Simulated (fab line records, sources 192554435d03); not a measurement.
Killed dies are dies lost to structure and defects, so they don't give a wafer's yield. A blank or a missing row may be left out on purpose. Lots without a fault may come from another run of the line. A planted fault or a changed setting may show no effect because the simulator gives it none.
Chamber matching | flow n5_finfet | N5_BEOL_M6_STRIP_19 on rie_diel-06: 4 sister chambers
The step strips in O2. 8 wafers are shown with their chamber, then 10 later ones without.

WAFERS WITH THEIR CHAMBER
wafer  | chamber | showerhead_plenum_p_Torr (Torr) | drypump_motor_current_A (A)
L083.2 | 2       | 2.21                            | 5.77
L083.3 | 3       | 2.13                            | 5.26
L083.5 | 1       | 2.03                            | 5.61
L084.1 | 1       | 2.03                            | 5.63
L084.4 | 3       | 2.13                            | 5.26
L084.6 | 0       | 2.20                            | 5.59
L091.3 | 2       | 2.20                            | 5.78
L091.4 | 0       | 2.20                            | 5.57

WAFERS WITHOUT THEIR CHAMBER
wafer  | showerhead_plenum_p_Torr (Torr) | drypump_motor_current_A (A)
L091.6 | 2.20                            | 5.76
L092.4 | 2.02                            | 5.61
L092.5 | 2.20                            | 5.61
L092.6 | 2.12                            | 5.26
L090.2 | 2.02                            | 5.61
L090.3 | 2.12                            | 5.28
L090.4 | 2.20                            | 5.75
L095.1 | 2.20                            | 5.78
L095.4 | 2.19                            | 5.58
L095.5 | 2.20                            | 5.76

WHICH CHAMBER EACH WENT THROUGH
wafer  | from the rows above | in truth
L091.6 | 2                   | 2
L092.4 | 1                   | 1
L092.5 | 0                   | 0
L092.6 | 3                   | 3
L090.2 | 1                   | 1
L090.3 | 3                   | 3
L090.4 | 2                   | 2
L095.1 | 2                   | 2
L095.4 | 0                   | 0
L095.5 | 2                   | 2
Placed correctly: 10 of 10. Can't be placed from these rows: 0. Placed wrongly: 0.
How it was worked out, from the rows above alone: a wafer's distance from a chamber is the root of the sum, over the readings, of the square of ((its reading less the chamber's mean) divided by the reading's scatter). The wafer belongs to the nearest chamber; if the next one is less than 2 further off, it can't be placed. A chamber's mean is the mean of its shown wafers. The scatter: the root of (the sum of the squares of (reading less its chamber's mean) over the shown wafers, divided by (wafers less chambers)).
